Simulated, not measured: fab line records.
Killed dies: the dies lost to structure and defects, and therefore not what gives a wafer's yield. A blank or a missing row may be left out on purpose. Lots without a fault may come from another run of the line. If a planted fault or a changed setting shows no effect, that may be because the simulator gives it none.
fab line records || flow nand_harc
record {"lots": 6, "wafers": 18, "last_day": 23}
route steps=1159 shown A_SOURCE_PLATE@416 A_ONON_D1@424 END@1159
lots with no fault: from the same line, run without faults
start_h: hours from the record's first day to the start of the lot's first wafer shown || wait_h: hours elapsed since this lot's preceding step || " unchanged from the row above || L1.1+2: one row covering several wafers at once || - no value present, or no start provided || * or withheld: withheld || < > ~ a bound
route shown NAME@n: NAME is a module with steps in the file, n the number in the route of the first one || usual: average and standard deviation across the fault-free wafers || same: alike in all rows || chamber/n: place in a boat || sites: per-site readings || _std_site: standard deviation across them || _edge_site: inner sites' mean taken away from outer sites' mean || radius_mm: for every site, how far away it sits from the centre of the wafer || mask NAME#n: copy n || behind: the last tool/chamber to shape the wafer || hold: why the lot went on hold/how many hours it stayed there/how the hold came to an end || device: which transistor (n, p or np) failed to switch || end of line: tests run on the same wafers once the route is complete || a step without rows: its recipe alone || killed: the dies lost at the first sort to structure and to defects; this is not the yield of the wafer || map: a wafer's dies, x killed, . not, _ none there
set.NAME: the setting as run; set.NAME@STEP: as run at that earlier step || model.NAME: the simulator's own value behind a step, which no gauge read
a table for each step, a row for each wafer; lots at some steps of the route
services: when a tool's chamber went out of use (start_h, in hours from the record's first day, below 0 if earlier), for how many hours, and the reason
## steps
# step NHARC_A_SOURCE_PLATE_THK_MEAS_09
# recipe {"thk_meas_gauge": "ellipsometry"}
# usual {"thk_nm": "9.7/0.95"}
{"lot.wafer": "L145.1", "tool": "film_metro-01", "chamber": "-", "start_h": 149.44, "wait_h": 0.4, "thk_nm": 10.6}
{"lot.wafer": "L145.5", "tool": "film_metro-01", "chamber": "-", "start_h": 149.44, "wait_h": 0.4, "thk_nm": 9.3}
{"lot.wafer": "L145.6", "tool": "film_metro-01", "chamber": "-", "start_h": 149.44, "wait_h": 0.4, "thk_nm": 9.4}
{"lot.wafer": "L148.1", "tool": "film_metro-02", "chamber": "-", "start_h": 168.66, "wait_h": 0.4, "thk_nm": 11.6}
{"lot.wafer": "L148.2", "tool": "film_metro-02", "chamber": "-", "start_h": 168.66, "wait_h": 0.4, "thk_nm": 6.4}
{"lot.wafer": "L148.4", "tool": "film_metro-02", "chamber": "-", "start_h": 168.66, "wait_h": 0.4, "thk_nm": 10.0}
{"lot.wafer": "L153.1", "tool": "film_metro-01", "chamber": "-", "start_h": 200.40, "wait_h": 0.4, "thk_nm": 10.0}
{"lot.wafer": "L153.5", "tool": "film_metro-01", "chamber": "-", "start_h": 200.40, "wait_h": 0.4, "thk_nm": 10.0}
{"lot.wafer": "L153.6", "tool": "film_metro-01", "chamber": "-", "start_h": 200.40, "wait_h": 0.4, "thk_nm": 11.1}
{"lot.wafer": "L154.3", "tool": "film_metro-02", "chamber": "-", "start_h": 200.41, "wait_h": 0.4, "thk_nm": 9.2}
{"lot.wafer": "L154.5", "tool": "film_metro-02", "chamber": "-", "start_h": 200.41, "wait_h": 0.4, "thk_nm": 10.8}
{"lot.wafer": "L154.6", "tool": "film_metro-02", "chamber": "-", "start_h": 200.41, "wait_h": 0.4, "thk_nm": 9.6}
{"lot.wafer": "L164.2", "tool": "film_metro-01", "chamber": "-", "start_h": 260.88, "wait_h": 0.4, "thk_nm": 9.2}
{"lot.wafer": "L164.4", "tool": "film_metro-01", "chamber": "-", "start_h": 260.88, "wait_h": 0.4, "thk_nm": 10.0}
{"lot.wafer": "L164.6", "tool": "film_metro-01", "chamber": "-", "start_h": 260.88, "wait_h": 0.4, "thk_nm": 12.2}
{"lot.wafer": "L166.1", "tool": "film_metro-02", "chamber": "-", "start_h": 269.06, "wait_h": 0.4, "thk_nm": 11.0}
{"lot.wafer": "L166.2", "tool": "film_metro-02", "chamber": "-", "start_h": 269.06, "wait_h": 0.4, "thk_nm": 9.9}
{"lot.wafer": "L166.5", "tool": "film_metro-02", "chamber": "-", "start_h": 269.06, "wait_h": 0.4, "thk_nm": 10.3}
# step NHARC_A_SOURCE_PLATE_PVD_04
# recipe {"target_thk_a": 500, "material": "WSi2"}
# step NHARC_A_SOURCE_PLATE_CVD_03
# recipe {"target_thk_a": 2000, "temp_c": 620, "pressure_mtorr": 200, "time_s": 4000, "material": "poly-Si"}
# step NHARC_A_SOURCE_PLATE_ANNEAL_05
# recipe {"temp_c": 850, "time_s": 1800}
# step NHARC_A_SOURCE_PLATE_THK_MEAS_06
# recipe {"thk_meas_gauge": "ellipsometry"}
# usual {"thk_nm": "199.8/2.1"}
{"lot.wafer": "L145.1", "tool": "film_metro-02", "chamber": "-", "start_h": 163.14, "wait_h": 0.4, "thk_nm": 199.1}
{"lot.wafer": "L145.5", "tool": "film_metro-02", "chamber": "-", "start_h": 163.14, "wait_h": 0.4, "thk_nm": 196.7}
{"lot.wafer": "L145.6", "tool": "film_metro-02", "chamber": "-", "start_h": 163.14, "wait_h": 0.4, "thk_nm": 200.5}
{"lot.wafer": "L148.1", "tool": "film_metro-02", "chamber": "-", "start_h": 181.63, "wait_h": 0.4, "thk_nm": 204.0}
{"lot.wafer": "L148.2", "tool": "film_metro-02", "chamber": "-", "start_h": 181.63, "wait_h": 0.4, "thk_nm": 201.4}
{"lot.wafer": "L148.4", "tool": "film_metro-02", "chamber": "-", "start_h": 181.63, "wait_h": 0.4, "thk_nm": 200.7}
{"lot.wafer": "L153.1", "tool": "film_metro-02", "chamber": "-", "start_h": 213.27, "wait_h": 0.4, "thk_nm": 195.5}
{"lot.wafer": "L153.5", "tool": "film_metro-02", "chamber": "-", "start_h": 213.27, "wait_h": 0.4, "thk_nm": 195.8}
{"lot.wafer": "L153.6", "tool": "film_metro-02", "chamber": "-", "start_h": 213.27, "wait_h": 0.4, "thk_nm": 195.2}
{"lot.wafer": "L154.3", "tool": "film_metro-01", "chamber": "-", "start_h": 213.27, "wait_h": 0.4, "thk_nm": 200.2}
{"lot.wafer": "L154.5", "tool": "film_metro-01", "chamber": "-", "start_h": 213.27, "wait_h": 0.4, "thk_nm": 201.2}
{"lot.wafer": "L154.6", "tool": "film_metro-01", "chamber": "-", "start_h": 213.27, "wait_h": 0.4, "thk_nm": 196.4}
{"lot.wafer": "L164.2", "tool": "film_metro-02", "chamber": "-", "start_h": 273.72, "wait_h": 0.4, "thk_nm": 200.4}
{"lot.wafer": "L164.4", "tool": "film_metro-02", "chamber": "-", "start_h": 273.72, "wait_h": 0.4, "thk_nm": 202.0}
{"lot.wafer": "L164.6", "tool": "film_metro-02", "chamber": "-", "start_h": 273.72, "wait_h": 0.4, "thk_nm": 200.1}
{"lot.wafer": "L166.1", "tool": "film_metro-01", "chamber": "-", "start_h": 282.17, "wait_h": 0.4, "thk_nm": 199.5}
{"lot.wafer": "L166.2", "tool": "film_metro-01", "chamber": "-", "start_h": 282.17, "wait_h": 0.4, "thk_nm": 199.6}
{"lot.wafer": "L166.5", "tool": "film_metro-01", "chamber": "-", "start_h": 282.17, "wait_h": 0.4, "thk_nm": 199.4}
# step NHARC_A_SOURCE_PLATE_INSPECT_08
# usual {"raw_defect_count": "62/26"}
{"lot.wafer": "L145.1", "tool": "defect_inspect-01", "chamber": "-", "start_h": 163.21, "wait_h": 0.0, "raw_defect_count": 47}
{"lot.wafer": "L145.5", "tool": "defect_inspect-01", "chamber": "-", "start_h": 163.21, "wait_h": 0.0, "raw_defect_count": 60}
{"lot.wafer": "L145.6", "tool": "defect_inspect-01", "chamber": "-", "start_h": 163.21, "wait_h": 0.0, "raw_defect_count": 48}
{"lot.wafer": "L148.1", "tool": "defect_inspect-02", "chamber": "-", "start_h": 181.74, "wait_h": 0.0, "raw_defect_count": 48}
{"lot.wafer": "L148.2", "tool": "defect_inspect-02", "chamber": "-", "start_h": 181.74, "wait_h": 0.0, "raw_defect_count": 35}
{"lot.wafer": "L148.4", "tool": "defect_inspect-02", "chamber": "-", "start_h": 181.74, "wait_h": 0.0, "raw_defect_count": 47}
{"lot.wafer": "L153.1", "tool": "defect_inspect-02", "chamber": "-", "start_h": 213.33, "wait_h": 0.0, "raw_defect_count": 64}
{"lot.wafer": "L153.5", "tool": "defect_inspect-02", "chamber": "-", "start_h": 213.33, "wait_h": 0.0, "raw_defect_count": 37}
{"lot.wafer": "L153.6", "tool": "defect_inspect-02", "chamber": "-", "start_h": 213.33, "wait_h": 0.0, "raw_defect_count": 73}
{"lot.wafer": "L154.3", "tool": "defect_inspect-01", "chamber": "-", "start_h": 213.34, "wait_h": 0.0, "raw_defect_count": 77}
{"lot.wafer": "L154.5", "tool": "defect_inspect-01", "chamber": "-", "start_h": 213.34, "wait_h": 0.0, "raw_defect_count": 65}
{"lot.wafer": "L154.6", "tool": "defect_inspect-01", "chamber": "-", "start_h": 213.34, "wait_h": 0.0, "raw_defect_count": 72}
{"lot.wafer": "L164.2", "tool": "defect_inspect-02", "chamber": "-", "start_h": 273.79, "wait_h": 0.0, "raw_defect_count": 57}
{"lot.wafer": "L164.4", "tool": "defect_inspect-02", "chamber": "-", "start_h": 273.79, "wait_h": 0.0, "raw_defect_count": 37}
{"lot.wafer": "L164.6", "tool": "defect_inspect-02", "chamber": "-", "start_h": 273.79, "wait_h": 0.0, "raw_defect_count": 38}
{"lot.wafer": "L166.1", "tool": "defect_inspect-01", "chamber": "-", "start_h": 282.23, "wait_h": 0.0, "raw_defect_count": 47}
{"lot.wafer": "L166.2", "tool": "defect_inspect-01", "chamber": "-", "start_h": 282.23, "wait_h": 0.0, "raw_defect_count": 86}
{"lot.wafer": "L166.5", "tool": "defect_inspect-01", "chamber": "-", "start_h": 282.23, "wait_h": 0.0, "raw_defect_count": 107}
# step NHARC_A_ONON_D1_DEP_00
# recipe {"target_thk_a": 10000, "n2_flow_sccm": 2750, "n2o_flow_sccm": 2000, "nh3_flow_sccm": 500, "sih4_flow_sccm": 210, "temp_c": 400}
# step NHARC_A_ONON_D1_THK_MEAS_02
# recipe {"thk_meas_gauge": "ellipsometry"}
# usual {"thk_nm": "999/9"}
{"lot.wafer": "L145.1", "tool": "film_metro-01", "chamber": "-", "start_h": 163.78, "wait_h": "-", "thk_nm": 985}
{"lot.wafer": "L145.5", "tool": "film_metro-01", "chamber": "-", "start_h": 163.78, "wait_h": "-", "thk_nm": 988}
{"lot.wafer": "L145.6", "tool": "film_metro-01", "chamber": "-", "start_h": 163.78, "wait_h": "-", "thk_nm": 986}
{"lot.wafer": "L148.1", "tool": "film_metro-02", "chamber": "-", "start_h": 182.32, "wait_h": "-", "thk_nm": 996}
{"lot.wafer": "L148.2", "tool": "film_metro-02", "chamber": "-", "start_h": 182.32, "wait_h": "-", "thk_nm": 999}
{"lot.wafer": "L148.4", "tool": "film_metro-02", "chamber": "-", "start_h": 182.32, "wait_h": "-", "thk_nm": 999}
{"lot.wafer": "L153.1", "tool": "film_metro-02", "chamber": "-", "start_h": 213.92, "wait_h": "-", "thk_nm": 991}
{"lot.wafer": "L153.5", "tool": "film_metro-02", "chamber": "-", "start_h": 213.92, "wait_h": "-", "thk_nm": 989}
{"lot.wafer": "L153.6", "tool": "film_metro-02", "chamber": "-", "start_h": 213.92, "wait_h": "-", "thk_nm": 993}
{"lot.wafer": "L154.3", "tool": "film_metro-01", "chamber": "-", "start_h": 213.94, "wait_h": "-", "thk_nm": 992}
{"lot.wafer": "L154.5", "tool": "film_metro-01", "chamber": "-", "start_h": 213.94, "wait_h": "-", "thk_nm": 993}
{"lot.wafer": "L154.6", "tool": "film_metro-01", "chamber": "-", "start_h": 213.94, "wait_h": "-", "thk_nm": 994}
{"lot.wafer": "L164.2", "tool": "film_metro-01", "chamber": "-", "start_h": 274.37, "wait_h": "-", "thk_nm": 991}
{"lot.wafer": "L164.4", "tool": "film_metro-01", "chamber": "-", "start_h": 274.37, "wait_h": "-", "thk_nm": 991}
{"lot.wafer": "L164.6", "tool": "film_metro-01", "chamber": "-", "start_h": 274.37, "wait_h": "-", "thk_nm": 990}
{"lot.wafer": "L166.1", "tool": "film_metro-01", "chamber": "-", "start_h": 282.81, "wait_h": "-", "thk_nm": 1003}
{"lot.wafer": "L166.2", "tool": "film_metro-01", "chamber": "-", "start_h": 282.81, "wait_h": "-", "thk_nm": 1003}
{"lot.wafer": "L166.5", "tool": "film_metro-01", "chamber": "-", "start_h": 282.81, "wait_h": "-", "thk_nm": 1004}
# step NHARC_A_ONON_D1_DEP_03
# recipe {"target_thk_a": 10000, "n2_flow_sccm": 2750, "n2o_flow_sccm": 2000, "nh3_flow_sccm": 500, "sih4_flow_sccm": 210, "temp_c": 400}
# step NHARC_A_ONON_D1_THK_MEAS_05
# recipe {"thk_meas_gauge": "ellipsometry"}
# usual {"thk_nm": "1003/11"}
{"lot.wafer": "L145.1", "tool": "film_metro-01", "chamber": "-", "start_h": 164.35, "wait_h": "-", "thk_nm": 1014}
{"lot.wafer": "L145.5", "tool": "film_metro-01", "chamber": "-", "start_h": 164.35, "wait_h": "-", "thk_nm": 1014}
{"lot.wafer": "L145.6", "tool": "film_metro-01", "chamber": "-", "start_h": 164.35, "wait_h": "-", "thk_nm": 1012}
{"lot.wafer": "L148.1", "tool": "film_metro-02", "chamber": "-", "start_h": 182.88, "wait_h": "-", "thk_nm": 1017}
{"lot.wafer": "L148.2", "tool": "film_metro-02", "chamber": "-", "start_h": 182.88, "wait_h": "-", "thk_nm": 1017}
{"lot.wafer": "L148.4", "tool": "film_metro-02", "chamber": "-", "start_h": 182.88, "wait_h": "-", "thk_nm": 1019}
{"lot.wafer": "L153.1", "tool": "film_metro-01", "chamber": "-", "start_h": 214.61, "wait_h": "-", "thk_nm": 1006}
{"lot.wafer": "L153.5", "tool": "film_metro-01", "chamber": "-", "start_h": 214.61, "wait_h": "-", "thk_nm": 1006}
{"lot.wafer": "L153.6", "tool": "film_metro-01", "chamber": "-", "start_h": 214.61, "wait_h": "-", "thk_nm": 1006}
{"lot.wafer": "L154.3", "tool": "film_metro-02", "chamber": "-", "start_h": 214.62, "wait_h": "-", "thk_nm": 1009}
{"lot.wafer": "L154.5", "tool": "film_metro-02", "chamber": "-", "start_h": 214.62, "wait_h": "-", "thk_nm": 1008}
{"lot.wafer": "L154.6", "tool": "film_metro-02", "chamber": "-", "start_h": 214.62, "wait_h": "-", "thk_nm": 1008}
{"lot.wafer": "L164.2", "tool": "film_metro-01", "chamber": "-", "start_h": 274.93, "wait_h": "-", "thk_nm": 1006}
{"lot.wafer": "L164.4", "tool": "film_metro-01", "chamber": "-", "start_h": 274.93, "wait_h": "-", "thk_nm": 1008}
{"lot.wafer": "L164.6", "tool": "film_metro-01", "chamber": "-", "start_h": 274.93, "wait_h": "-", "thk_nm": 1006}
{"lot.wafer": "L166.1", "tool": "film_metro-02", "chamber": "-", "start_h": 283.38, "wait_h": "-", "thk_nm": 997}
{"lot.wafer": "L166.2", "tool": "film_metro-02", "chamber": "-", "start_h": 283.38, "wait_h": "-", "thk_nm": 996}
{"lot.wafer": "L166.5", "tool": "film_metro-02", "chamber": "-", "start_h": 283.38, "wait_h": "-", "thk_nm": 997}
# step NHARC_A_ONON_D1_DEP_06
# recipe {"target_thk_a": 10000, "n2_flow_sccm": 2750, "n2o_flow_sccm": 2000, "nh3_flow_sccm": 500, "sih4_flow_sccm": 210, "temp_c": 400}
{"lot.wafer": "L145.1+5+6", "tool": "pecvd_onon-02", "chamber": 0, "start_h": 164.40, "wait_h": 0.1}
{"lot.wafer": "L148.1+2+4", "tool": "pecvd_onon-02", "chamber": 0, "start_h": 182.94, "wait_h": 0.1}
{"lot.wafer": "L153.1+5+6", "tool": "pecvd_onon-01", "chamber": 0, "start_h": 214.80, "wait_h": 0.2}
{"lot.wafer": "L154.3+5+6", "tool": "pecvd_onon-04", "chamber": 0, "start_h": 214.92, "wait_h": 0.3}
{"lot.wafer": "L164.2+4+6", "tool": "pecvd_onon-04", "chamber": 0, "start_h": 275.04, "wait_h": 0.1}
{"lot.wafer": "L166.1+2+5", "tool": "pecvd_onon-04", "chamber": 0, "start_h": 283.43, "wait_h": 0.1}
# step NHARC_A_ONON_D1_THK_MEAS_08
# recipe {"thk_meas_gauge": "ellipsometry"}
# usual {"thk_nm": "1001/9.5"}
{"lot.wafer": "L145.1", "tool": "film_metro-02", "chamber": "-", "start_h": 164.92, "wait_h": "-", "thk_nm": 1012}
{"lot.wafer": "L145.5", "tool": "film_metro-02", "chamber": "-", "start_h": 164.92, "wait_h": "-", "thk_nm": 1011}
{"lot.wafer": "L145.6", "tool": "film_metro-02", "chamber": "-", "start_h": 164.92, "wait_h": "-", "thk_nm": 1013}
{"lot.wafer": "L148.1", "tool": "film_metro-01", "chamber": "-", "start_h": 183.45, "wait_h": "-", "thk_nm": 1001}
{"lot.wafer": "L148.2", "tool": "film_metro-01", "chamber": "-", "start_h": 183.45, "wait_h": "-", "thk_nm": 1003}
{"lot.wafer": "L148.4", "tool": "film_metro-01", "chamber": "-", "start_h": 183.45, "wait_h": "-", "thk_nm": 1003}
{"lot.wafer": "L154.3", "tool": "film_metro-01", "chamber": "-", "start_h": 215.31, "wait_h": "-", "thk_nm": 1011}
{"lot.wafer": "L154.5", "tool": "film_metro-01", "chamber": "-", "start_h": 215.31, "wait_h": "-", "thk_nm": 1011}
{"lot.wafer": "L154.6", "tool": "film_metro-01", "chamber": "-", "start_h": 215.31, "wait_h": "-", "thk_nm": 1011}
{"lot.wafer": "L153.1", "tool": "film_metro-02", "chamber": "-", "start_h": 215.32, "wait_h": "-", "thk_nm": 1000}
{"lot.wafer": "L153.5", "tool": "film_metro-02", "chamber": "-", "start_h": 215.32, "wait_h": "-", "thk_nm": 1001}
{"lot.wafer": "L153.6", "tool": "film_metro-02", "chamber": "-", "start_h": 215.32, "wait_h": "-", "thk_nm": 1000}
{"lot.wafer": "L164.2", "tool": "film_metro-02", "chamber": "-", "start_h": 275.49, "wait_h": "-", "thk_nm": 998}
{"lot.wafer": "L164.4", "tool": "film_metro-02", "chamber": "-", "start_h": 275.49, "wait_h": "-", "thk_nm": 998}
{"lot.wafer": "L164.6", "tool": "film_metro-02", "chamber": "-", "start_h": 275.49, "wait_h": "-", "thk_nm": 409}
{"lot.wafer": "L166.1", "tool": "film_metro-01", "chamber": "-", "start_h": 283.94, "wait_h": "-", "thk_nm": 384}
{"lot.wafer": "L166.2", "tool": "film_metro-01", "chamber": "-", "start_h": 283.94, "wait_h": "-", "thk_nm": 971}
{"lot.wafer": "L166.5", "tool": "film_metro-01", "chamber": "-", "start_h": 283.94, "wait_h": "-", "thk_nm": 386}
# step NHARC_A_ONON_D1_DEP_09
# recipe {"target_thk_a": 10000, "n2_flow_sccm": 2750, "n2o_flow_sccm": 2000, "nh3_flow_sccm": 500, "sih4_flow_sccm": 210, "temp_c": 400}
# step NHARC_END_SORT_01
# recipe {"temp_c": 25}
# usual {"killed_at_array": "27/9.9", "killed_at_other": "0.5/0.76", "killed_at_periphery": "3.4/2.2", "killed_dies": "31/10", "killed_open": "3.3/2", "killed_short": "2.0/1.5"}
# same {"gross_dies": 677}
{"lot.wafer": "L164.6", "tool": "prober-01", "chamber": 0, "start_h": 554.30, "wait_h": 4.0, "killed_at_array": 673, "killed_at_other": 2, "killed_at_periphery": 2, "killed_dies": 677, "killed_open": 4, "killed_short": 1}
{"lot.wafer": "L166.1", "tool": "prober-02", "chamber": 0, "start_h": 558.05, "wait_h": 2.5, "killed_at_array": 674, "killed_at_other": 0, "killed_at_periphery": 3, "killed_dies": 677, "killed_open": 5, "killed_short": 1}
{"lot.wafer": "L166.5", "tool": "prober-02", "chamber": 0, "start_h": 561.29, "wait_h": 3.7, "killed_at_array": 672, "killed_at_other": 0, "killed_at_periphery": 5, "killed_dies": 677, "killed_open": 3, "killed_short": 1}
# killed by level:class
L164.6 A_ONON_D1:area_dep=650 A_CONTACT:chamber_film_flake=8 A_CHANNEL_HOLE_D1:chamber_film_flake=4 A_STAIRCASE:chamber_film_flake=4 A_CHANNEL_FILL_D1:geometric_particle:open=2 A_M1:chamber_film_flake=2 THIN_TSV:chamber_film_flake=2 P_STI:geometric_particle:short=1
L166.1 A_ONON_D1:area_dep=625 A_SLIT:chamber_film_flake=29 A_CHANNEL_HOLE_D1:chamber_film_flake=4 A_WL_FILL:chamber_film_flake=4 A_CONTACT:chamber_film_flake=3 A_WL_FILL:geometric_particle:open=2 A_M1:chamber_film_flake=2 A_ONON_D1:geometric_particle:open=1
L166.5 A_ONON_D1:area_dep=635 A_SLIT:chamber_film_flake=14 A_CHANNEL_HOLE_D1:chamber_film_flake=8 A_CONTACT:chamber_film_flake=5 A_WL_FILL:chamber_film_flake=4 P_M2:chamber_film_flake=3 A_M1:chamber_film_flake=2 P_CONTACT:geometric_particle:open=1
# map L164.6 (x killed, . not)
____________x____________
_________xxxxxxx_________
_______xxxxxxxxxxx_______
______xxxxxxxxxxxxx______
_____xxxxxxxxxxxxxxx_____
____xxxxxxxxxxxxxxxxx____
____xxxxxxxxxxxxxxxxx____
___xxxxxxxxxxxxxxxxxxx___
___xxxxxxxxxxxxxxxxxxx___
__xxxxxxxxxxxxxxxxxxxxx__
__xxxxxxxxxxxxxxxxxxxxx__
_xxxxxxxxxxxxxxxxxxxxxxx_
_xxxxxxxxxxxxxxxxxxxxxxx_
_xxxxxxxxxxxxxxxxxxxxxxx_
_xxxxxxxxxxxxxxxxxxxxxxx_
_xxxxxxxxxxxxxxxxxxxxxxx_
xxxxxxxxxxxxxxxxxxxxxxxxx
xxxxxxxxxxxxxxxxxxxxxxxxx
xxxxxxxxxxxxxxxxxxxxxxxxx
xxxxxxxxxxxxxxxxxxxxxxxxx
xxxxxxxxxxxxxxxxxxxxxxxxx
_xxxxxxxxxxxxxxxxxxxxxxx_
_xxxxxxxxxxxxxxxxxxxxxxx_
_xxxxxxxxxxxxxxxxxxxxxxx_
_xxxxxxxxxxxxxxxxxxxxxxx_
_xxxxxxxxxxxxxxxxxxxxxxx_
__xxxxxxxxxxxxxxxxxxxxx__
__xxxxxxxxxxxxxxxxxxxxx__
___xxxxxxxxxxxxxxxxxxx___
___xxxxxxxxxxxxxxxxxxx___
____xxxxxxxxxxxxxxxxx____
____xxxxxxxxxxxxxxxxx____
_____xxxxxxxxxxxxxxx_____
______xxxxxxxxxxxxx______
_______xxxxxxxxxxx_______
_________xxxxxxx_________
____________x____________
# map L166.1 (x killed, . not)
____________x____________
_________xxxxxxx_________
_______xxxxxxxxxxx_______
______xxxxxxxxxxxxx______
_____xxxxxxxxxxxxxxx_____
____xxxxxxxxxxxxxxxxx____
____xxxxxxxxxxxxxxxxx____
___xxxxxxxxxxxxxxxxxxx___
___xxxxxxxxxxxxxxxxxxx___
__xxxxxxxxxxxxxxxxxxxxx__
__xxxxxxxxxxxxxxxxxxxxx__
_xxxxxxxxxxxxxxxxxxxxxxx_
_xxxxxxxxxxxxxxxxxxxxxxx_
_xxxxxxxxxxxxxxxxxxxxxxx_
_xxxxxxxxxxxxxxxxxxxxxxx_
_xxxxxxxxxxxxxxxxxxxxxxx_
xxxxxxxxxxxxxxxxxxxxxxxxx
xxxxxxxxxxxxxxxxxxxxxxxxx
xxxxxxxxxxxxxxxxxxxxxxxxx
xxxxxxxxxxxxxxxxxxxxxxxxx
xxxxxxxxxxxxxxxxxxxxxxxxx
_xxxxxxxxxxxxxxxxxxxxxxx_
_xxxxxxxxxxxxxxxxxxxxxxx_
_xxxxxxxxxxxxxxxxxxxxxxx_
_xxxxxxxxxxxxxxxxxxxxxxx_
_xxxxxxxxxxxxxxxxxxxxxxx_
__xxxxxxxxxxxxxxxxxxxxx__
__xxxxxxxxxxxxxxxxxxxxx__
___xxxxxxxxxxxxxxxxxxx___
___xxxxxxxxxxxxxxxxxxx___
____xxxxxxxxxxxxxxxxx____
____xxxxxxxxxxxxxxxxx____
_____xxxxxxxxxxxxxxx_____
______xxxxxxxxxxxxx______
_______xxxxxxxxxxx_______
_________xxxxxxx_________
____________x____________
## services
{"tool": "pecvd_onon-01", "chamber": "-", "start_h": 195.03, "hours": 13.0, "kind": "pm"}
{"tool": "pecvd_onon-02", "chamber": "-", "start_h": 208.27, "hours": 11.4, "kind": "repair"}
{"tool": "pecvd_onon-04", "chamber": "-", "start_h": 237.09, "hours": 13.0, "kind": "pm"}
## key
first_sign {"step": "NHARC_A_ONON_D1_THK_MEAS_08", "reading": "thk_nm", "direction": "down", "sigmas": 64, "usual": 1001, "struck": 393}
effect {"step": "NHARC_END_SORT_01", "reading": "killed_at_array", "direction": "up", "sigmas": 65, "usual": 27, "struck": 673}
more_kills_born_at {"NHARC_A_ONON_D1_DEP_06@pecvd_onon-04": 1910}
met_at NHARC_A_ONON_D1_DEP_06
struck_wafers L164.6,L166.1,L166.5
later_rows_left_out L164.6,L166.1,L166.5
tester_left_out L164,L166
onset_between 214.92 275.04
fault {"kind": "process_parameter_drift", "tool": "pecvd_onon-04", "chamber": "-", "onset_h": 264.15, "steps": "NHARC_A_ONON_D1_DEP_06", "channel": "target_thk_a", "offset": "*", "shape": "step", "end_h": 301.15, "scope": "struck_wafers_only", "acts_in": "*", "stated": "*"}
# tester_left_out: of these lots the tester's yield and bins aren't shown, on N5 and GAA mostly nor the transistor test; their killed dies are dies lost to structure and defects alone, not to doping, threshold or leakage, so they don't give the yield
# later_rows_left_out: the simulator's readings of these wafers behind a module that went badly wrong aren't trusted and aren't shown, but for the sort
